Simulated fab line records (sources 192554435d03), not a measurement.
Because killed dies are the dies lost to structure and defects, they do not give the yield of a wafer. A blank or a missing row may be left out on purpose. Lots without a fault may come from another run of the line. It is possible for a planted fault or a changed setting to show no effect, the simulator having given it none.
Split-lot experiment + flow n5-finfet + 21 wafers read across 7 lots, on a route 1938 steps long

THE SPLIT ITSELF
At N5_MOL_CONTACT_COAG_COAT_34 (resist thk 40 nm), the setting spin-rpm was moved away from the recipe's 1500 rpm on 6 of the 21 wafers read, by -10.5% to -5.0%. This setting was run at the recipe's value on the other wafers.

FROM THE SPLIT TO THE READING: what the file shows between them, 7 steps
- N5_MOL_CONTACT_COAG_EBR_36
- N5_MOL_CONTACT_COAG_SOFTBAKE_35: time 60 s
- N5_MOL_CONTACT_COAG_EXPOSE_37: exposes mask VD, defocus 0 nm
- N5_MOL_CONTACT_COAG_PEB_38: peb time 60 s
- N5_MOL_CONTACT_COAG_DEVELOP_39: develop time 30 s
- N5_MOL_CONTACT_COAG_ETCH_66: etches SiARC in CF4, target depth 13 nm, time 21.7 s
- N5_MOL_CONTACT_COAG_ALD_133: deposits SiO2, target thk 5 nm, pulse time 1 s, co reactant pulse time 1 s

THE READING
CAR-EUV_of_MOL_CONTACT_COAG_COAT_34.thk-nm (the simulator's own value, which no gauge read), in nm, at N5_MOL_CONTACT_COAG_ETCHBACK_134 (etches SiO2 in CHF3, target depth 10 nm, time 6.7 s). The file does not state a usual value for it. Across the 15 wafers here that went through the recipe, the average is 15.5 nm and the standard deviation 0.098 nm.

| wafer  | tool, chamber at the split | spin-rpm as run, rpm | against the recipe | CAR-EUV_of_MOL_CONTACT_COAG_COAT_34.thk-nm, nm | against lot-mates on the recipe |
|--------|----------------------------|----------------------|--------------------|------------------------------------------------|---------------------------------|
| L074.2 | litho-track-05, 0          | 1500                 | recipe             | 15.4                                           | -                               |
| L074.4 | litho-track-05, 0          | 1343                 | -10.5%             | 18                                             | +2.6                            |
| L074.6 | litho-track-05, 0          | 1343                 | -10.5%             | 17.8                                           | +2.4                            |
| L075.2 | litho-track-05, 0          | 1500                 | recipe             | 15.4                                           | -                               |
| L075.4 | litho-track-05, 0          | 1500                 | recipe             | 15.4                                           | -                               |
| L075.6 | litho-track-05, 0          | 1500                 | recipe             | 15.6                                           | -                               |
| L082.3 | litho-track-03, 0          | 1500                 | recipe             | 15.6                                           | -                               |
| L082.4 | litho-track-03, 0          | 1425                 | -5.0%              | 16.4                                           | +0.8                            |
| L082.6 | litho-track-03, 0          | 1425                 | -5.0%              | 16.8                                           | +1.2                            |
| L084.3 | litho-track-02, 0          | 1500                 | recipe             | 15.4                                           | -                               |
| L084.4 | litho-track-02, 0          | 1500                 | recipe             | 15.6                                           | -                               |
| L084.6 | litho-track-02, 0          | 1500                 | recipe             | 15.6                                           | -                               |
| L086.1 | litho-track-03, 0          | 1500                 | recipe             | 15.6                                           | -                               |
| L086.2 | litho-track-03, 0          | 1500                 | recipe             | 15.6                                           | -                               |
| L086.6 | litho-track-03, 0          | 1500                 | recipe             | 15.4                                           | -                               |
| L093.1 | litho-track-02, 0          | 1500                 | recipe             | 15.6                                           | -                               |
| L093.2 | litho-track-02, 0          | 1500                 | recipe             | 15.6                                           | -                               |
| L093.4 | litho-track-02, 0          | 1500                 | recipe             | 15.6                                           | -                               |
| L095.1 | litho-track-05, 0          | 1363                 | -9.1%              | 17.4                                           | +2.0                            |
| L095.6 | litho-track-05, 0          | 1363                 | -9.1%              | 17.4                                           | +2.0                            |
| L095.4 | litho-track-05, 0          | 1500                 | recipe             | 15.4                                           | -                               |

THE FIT
A straight line over all 21 wafers: CAR-EUV_of_MOL_CONTACT_COAG_COAT_34.thk-nm changes by -0.218 nm for each +1% of spin-rpm; r = -0.99; the points scatter about the line by 0.12 nm.
The same after taking each lot's own level away (the mean of its wafers on the recipe; 21 wafers): -0.228 nm for each +1%; r = -0.99; scatter 0.12 nm.
That fit puts the effect of the largest move of spin-rpm on the reading at 2.4 nm.
The lots' own levels span 15.40 to 15.60 nm, that is 2.0 times the standard deviation above.
The two slopes are in agreement: the lot-to-lot level therefore moves the slope only a little.
Check: with one of the wafers moved furthest among these (-10.5%) left out of the fit, the line predicts +2.3 nm for it against its lot-mates. It came out at +2.6 nm against them.

THE WHOLE CHAIN: every reading that the file lists as answering this split, in the file's order
| step                             | what it does                                        | reading                                                                                     | change (the file's fit)               | r (the file's) |
|----------------------------------|-----------------------------------------------------|---------------------------------------------------------------------------------------------|---------------------------------------|----------------|
| N5_MOL_CONTACT_COAG_COAT_34      | resist thk 40 nm                                    | CAR-EUV_of_MOL_CONTACT_COAG_COAT_34.thk-nm (the simulator's own value, which no gauge read) | -0.217 nm for each +1% of the setting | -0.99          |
| N5_MOL_CONTACT_COAG_DEVELOP_39   | develop time 30 s                                   | CAR-EUV_of_MOL_CONTACT_COAG_COAT_34.thk-nm (the simulator's own value, which no gauge read) | -0.208 nm for each +1% of the setting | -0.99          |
| N5_MOL_CONTACT_COAG_ETCHBACK_134 | etches SiO2 in CHF3, target depth 10 nm, time 6.7 s | CAR-EUV_of_MOL_CONTACT_COAG_COAT_34.thk-nm (the simulator's own value, which no gauge read) | -0.227 nm for each +1% of the setting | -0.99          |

THE FILE'S OWN FIT
CAR-EUV_of_MOL_CONTACT_COAG_COAT_34.thk-nm changes by -0.227 nm for each +1% of spin-rpm, r = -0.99.
